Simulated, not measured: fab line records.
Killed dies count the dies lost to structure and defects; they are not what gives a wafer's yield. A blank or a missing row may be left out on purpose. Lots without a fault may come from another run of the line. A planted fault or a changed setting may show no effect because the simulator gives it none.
Matching of chambers | flow nand_harc | 4 sister chambers for NHARC_A_M1_ETCH_15 on rie_diel-09
The step etches the open film in C4F8/Ar, target depth 182.5 nm, time 91.2 s. 8 wafers are shown with their chamber, then 7 later ones without.

## WAFERS WITH THEIR CHAMBER
wafer  | chamber | rf_vpp_V (V) | rf_fwd_power_W (W)
L902.2 | 2       | 438.9        | 593.1
L905.2 | 3       | 442.9        | 594.1
L905.4 | 0       | 439.0        | 593.9
L908.3 | 3       | 443.9        | 599.4
L908.5 | 2       | 437.7        | 594.3
L908.6 | 1       | 441.0        | 593.2
L910.1 | 0       | 440.1        | 596.1
L910.2 | 1       | 442.7        | 590.4

## WAFERS WITHOUT THEIR CHAMBER
wafer  | rf_vpp_V (V) | rf_fwd_power_W (W)
L910.4 | 437.7        | 597.2
L912.2 | 441.8        | 596.8
L912.4 | 438.5        | 591.6
L912.5 | 442.5        | 598.7
L909.1 | 436.9        | 593.2
L909.4 | 439.5        | 597.7
L909.6 | 439.2        | 593.4

## EACH ONE'S CHAMBER
wafer  | from the rows above          | in truth
L910.4 | can't be placed: 2 or 0      | 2
L912.2 | can't be placed: 3 or 1 or 0 | 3
L912.4 | can't be placed: 2 or 0      | 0
L912.5 | can't be placed: 3 or 1      | 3
L909.1 | can't be placed: 2 or 0      | 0
L909.4 | can't be placed: 0 or 2      | 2
L909.6 | can't be placed: 0 or 2      | 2
Correct placement for 0 of the 7. These rows do not allow placing 7 (true chamber among the candidates in 7). Number placed wrongly: 0.
How it was worked out, from the rows above alone: a wafer's distance from a chamber is the root of the sum, over the readings, of the square of ((its reading less the chamber's mean) divided by the reading's scatter). If the next closest chamber is less than 2 further off than the closest, the wafer can't be placed; otherwise it belongs to the closest. Each chamber's mean is taken over the wafers shown for it. The scatter: the root of (the sum of the squares of (reading less its chamber's mean) over the shown wafers, divided by (wafers less chambers)).
